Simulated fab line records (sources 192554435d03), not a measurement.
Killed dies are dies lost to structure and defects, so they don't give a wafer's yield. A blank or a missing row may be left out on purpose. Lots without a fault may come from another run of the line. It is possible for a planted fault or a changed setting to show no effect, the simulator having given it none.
Which tool did it? | flow n5Finfet | 24 lots, 72 wafers sampled, at 3 steps of a route of 1938

== WHAT EACH GAUGE READ, for each wafer ==
N5_BEOL_M7_THK_MEAS_01.
lot  | measured     | on           | M7_ILD_THK (nm)
L074 | day 8 21:17  | filmMetro-01 | 156.3 152.2 154.4
L075 | day 9 14:41  | filmMetro-02 | 152.2 153.4 157.7
L077 | day 9 17:53  | filmMetro-01 | 154.4 153.1 153.3
L076 | day 9 19:21  | filmMetro-01 | 152.2 158.7 154.2
L078 | day 9 19:58  | filmMetro-02 | 155.2 154.2 159.0
L079 | day 10 07:38 | filmMetro-01 | 154.6 156.8 158.1
L080 | day 10 08:08 | filmMetro-02 | 153.9 155.5 159.1
L081 | day 10 20:29 | filmMetro-01 | 153.3 156.3 157.9
L082 | day 10 22:26 | filmMetro-02 | 154.5 155.5 157.7
L084 | day 11 06:47 | filmMetro-02 | 156.6 153.5 157.4
L083 | day 11 15:08 | filmMetro-02 | 156.4 157.2 158.4
L085 | day 11 22:53 | filmMetro-01 | 151.5 158.2 155.0
L088 | day 12 17:15 | filmMetro-01 | 155.2 160.1 155.5
L086 | day 12 19:04 | filmMetro-02 | 152.9 151.8 156.9
L087 | day 12 19:16 | filmMetro-02 | 153.8 152.8 153.7
L089 | day 13 00:53 | filmMetro-02 | 154.5 155.8 157.8
L090 | day 13 05:49 | filmMetro-01 | 152.7 155.7 154.4
L092 | day 13 06:10 | filmMetro-01 | 154.3 155.5 158.7
L091 | day 13 12:10 | filmMetro-02 | 156.1 158.6 158.6
L093 | day 13 23:46 | filmMetro-01 | 153.4 155.4 156.3
L095 | day 14 16:03 | filmMetro-01 | 153.8 156.9 157.2
L094 | day 14 17:16 | filmMetro-01 | 156.5 154.8 156.7
L096 | day 14 18:42 | filmMetro-01 | 152.9 154.7 154.8
L097 | day 14 19:50 | filmMetro-02 | 152.6 154.4 154.0

N5_BEOL_M7_OVL_MEAS_12.
lot  | measured     | on         | M7_OVL (nm)
L074 | day 8 22:38  | overlay-02 | -1.0 -0.3 0.7
L075 | day 9 15:59  | overlay-02 | 1.4 1.6 1.9
L077 | day 9 18:23  | overlay-01 | -1.7 -0.4 -0.7
L076 | day 9 20:46  | overlay-01 | -1.9 -0.6 -0.4
L078 | day 9 21:04  | overlay-01 | 0.0 -0.1 0.4
L079 | day 10 11:29 | overlay-02 | -0.2 -1.1 -1.7
L080 | day 10 11:32 | overlay-02 | -1.9 -1.3 -2.0
L081 | day 10 22:17 | overlay-01 | -1.8 -1.7 -0.8
L082 | day 10 23:20 | overlay-02 | 0.7 0.0 -1.6
L084 | day 11 08:29 | overlay-01 | 0.4 0.6 1.0
L083 | day 11 16:08 | overlay-01 | -1.1 -0.8 -0.3
L085 | day 12 03:27 | overlay-01 | 0.1 -0.8 -1.4
L088 | day 12 19:04 | overlay-02 | -1.1 -1.7 -1.7
L086 | day 12 20:14 | overlay-01 | 0.7 1.4 -0.9
L087 | day 12 20:23 | overlay-01 | -0.1 -0.8 -0.9
L089 | day 13 01:33 | overlay-02 | -2.0 -0.6 -0.7
L090 | day 13 07:54 | overlay-02 | -1.3 -0.4 -1.1
L092 | day 13 08:04 | overlay-02 | 1.8 0.2 0.4
L091 | day 13 13:22 | overlay-01 | -0.4 -0.4 -0.7
L093 | day 14 02:24 | overlay-02 | -1.0 -0.5 -1.1
L095 | day 14 17:50 | overlay-01 | -1.3 -1.2 -2.4
L094 | day 14 18:11 | overlay-01 | -1.1 -0.3 -1.0
L096 | day 14 21:06 | overlay-02 | -2.2 -1.4 -0.8
L097 | day 14 21:16 | overlay-01 | -0.1 -0.7 -0.8

N5_BEOL_M7_INSPECT_13: inspects for defects (brightfield).
lot  | measured     | on               | rawDefectCount
L074 | day 8 22:39  | defectInspect-02 | 372 331 411
L075 | day 9 16:01  | defectInspect-01 | 479 553 482
L077 | day 9 18:25  | defectInspect-02 | 278 331 494
L076 | day 9 20:47  | defectInspect-02 | 361 302 380
L078 | day 9 21:05  | defectInspect-01 | 283 381 398
L079 | day 10 11:31 | defectInspect-01 | 293 410 397
L080 | day 10 11:33 | defectInspect-02 | 364 318 262
L081 | day 10 22:19 | defectInspect-01 | 489 504 442
L082 | day 10 23:22 | defectInspect-02 | 367 359 347
L084 | day 11 08:30 | defectInspect-02 | 277 248 276
L083 | day 11 16:09 | defectInspect-01 | 468 552 425
L085 | day 12 03:28 | defectInspect-01 | 325 425 496
L088 | day 12 19:05 | defectInspect-02 | 547 329 358
L086 | day 12 20:15 | defectInspect-02 | 506 256 354
L087 | day 12 20:25 | defectInspect-02 | 310 356 431
L089 | day 13 01:35 | defectInspect-02 | 320 338 320
L090 | day 13 07:56 | defectInspect-02 | 355 482 302
L092 | day 13 08:05 | defectInspect-02 | 288 304 357
L091 | day 13 13:23 | defectInspect-02 | 279 389 254
L093 | day 14 02:25 | defectInspect-01 | 533 443 451
L095 | day 14 17:52 | defectInspect-01 | 314 389 351
L094 | day 14 18:13 | defectInspect-01 | 399 427 400
L096 | day 14 21:08 | defectInspect-01 | 384 434 352
L097 | day 14 21:17 | defectInspect-02 | 435 421 453

== WHAT TOOL EACH LOT RAN ON (gives the tool, then ch and the chambers of the sampled wafers, and finally the start) ==
No process step before these readings appears in the record.

== AS READ BY THE TOOLS THEMSELVES (means over the sampled wafers that have a number; for cases with no such wafer, the mark the record gives instead) ==
The record holds no such reading with a usual standard deviation.

== THE ANSWER, worked out from the rows above alone ==
Rule: what is usual is taken from the lots themselves. Put in order of their means at a reading, lots are off if they are a third of the lots or fewer, leave a main group of 4 or more, and stand apart from it by a gap of 3 or more times the standard deviation of the main group's means; of several such gaps the widest counts. A main group whose means are all the same, to the digits that the tables above print for the reading, isn't used. Also off: a lot with no number at a reading for which 4 or more lots have one. Any other lot the step has rows for is counted as sound. The gauges are gone through in route order, then the tools' own readings, and for those a lot's mean is taken as printed above. At the first step where some lot is off, the reading lying furthest off is the one used; lots without a number count as furthest.
No lot is off on any of the readings shown, so nothing can be concluded from this.

== WHAT HAD BEEN PUT IN BY THE SIMULATOR ==
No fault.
